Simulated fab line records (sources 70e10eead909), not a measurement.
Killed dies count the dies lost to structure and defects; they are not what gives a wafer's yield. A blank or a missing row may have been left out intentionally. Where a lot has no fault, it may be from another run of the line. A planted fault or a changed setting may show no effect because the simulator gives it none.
Chamber matching    flow nand harc    NHARC_A_CHANNEL_HOLE_D1_ETCH_38 on rie diel-05: 4 sister chambers
The step etches the open film in CF4, target depth 39 nm, time 65 s. 16 wafers are shown with their chamber, then 8 later ones without.

EACH WAFER AND ITS CHAMBER
wafer   chamber  showerhead plenum p Torr (Torr)  oes product au (a.u.)  rf vpp V (V)
L075.1  1        1.82                             0.991                  152.1
L075.3  2        1.66                             0.994                  150.4
L075.6  3        1.83                             0.994                  151.1
L080.1  0        1.66                             1.012                  149.7
L080.4  3        1.83                             0.991                  152.1
L080.5  2        1.66                             0.996                  149.0
L083.2  0        1.66                             1.014                  150.4
L083.4  3        1.83                             0.987                  154.0
L083.5  0        1.66                             1.017                  150.0
L084.2  2        1.66                             1.002                  149.0
L084.4  0        1.66                             1.023                  148.1
L084.6  2        1.66                             1.002                  150.2
L091.2  3        1.82                             0.993                  152.0
L091.3  0        1.66                             1.020                  150.1
L091.4  2        1.66                             0.994                  150.4
L090.1  2        1.66                             0.989                  150.7

SIGNATURES, as means of the wafers listed above
reading                   chamber 0  chamber 1  chamber 2  chamber 3  scatter within a chamber
showerhead plenum p Torr  1.6600     1.8200     1.6600     1.8275     0.0025
oes product au            1.01720    0.99100    0.99617    0.99125    0.00444
rf vpp V                  149.660    152.100    149.950    152.300    0.939
Rule: for a wafer and a chamber, the distance is found by dividing, reading by reading, the gap between the wafer's reading and the chamber's mean by the reading's scatter, squaring, summing and taking the root. The wafer belongs to the nearest chamber; if the next one is less than 2 further off, it can't be placed. The scatter is the square root of a quotient: the sum, over the shown wafers, of each reading's squared deviation from its chamber's mean, divided by wafers minus chambers.

WAFERS WHOSE CHAMBER IS MISSING
wafer   showerhead plenum p Torr (Torr)  oes product au (a.u.)  rf vpp V (V)
L090.2  1.82                             0.995                  150.8
L090.5  1.83                             0.992                  153.4
L094.1  1.66                             1.017                  149.4
L094.2  1.66                             1.000                  149.6
L094.3  1.82                             0.995                  151.5
L096.1  1.82                             0.991                  151.9
L096.2  1.66                             0.998                  149.4
L096.4  1.82                             0.987                  154.1

WHICH CHAMBER EACH ONE RAN IN
wafer    from the rows above       in truth
L090.2   can't be placed: 1 or 3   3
L090.5   3                         3
L094.1   0                         0
L094.2   2                         2
L094.3   1                         1
L096.1   1                         1
L096.2   2                         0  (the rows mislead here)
L096.4   can't be placed: 1 or 3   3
Correctly placed: 5 of 8. Can't be placed from these rows: 2 (the true chamber is among the candidates in 2). Placed wrongly: 1.
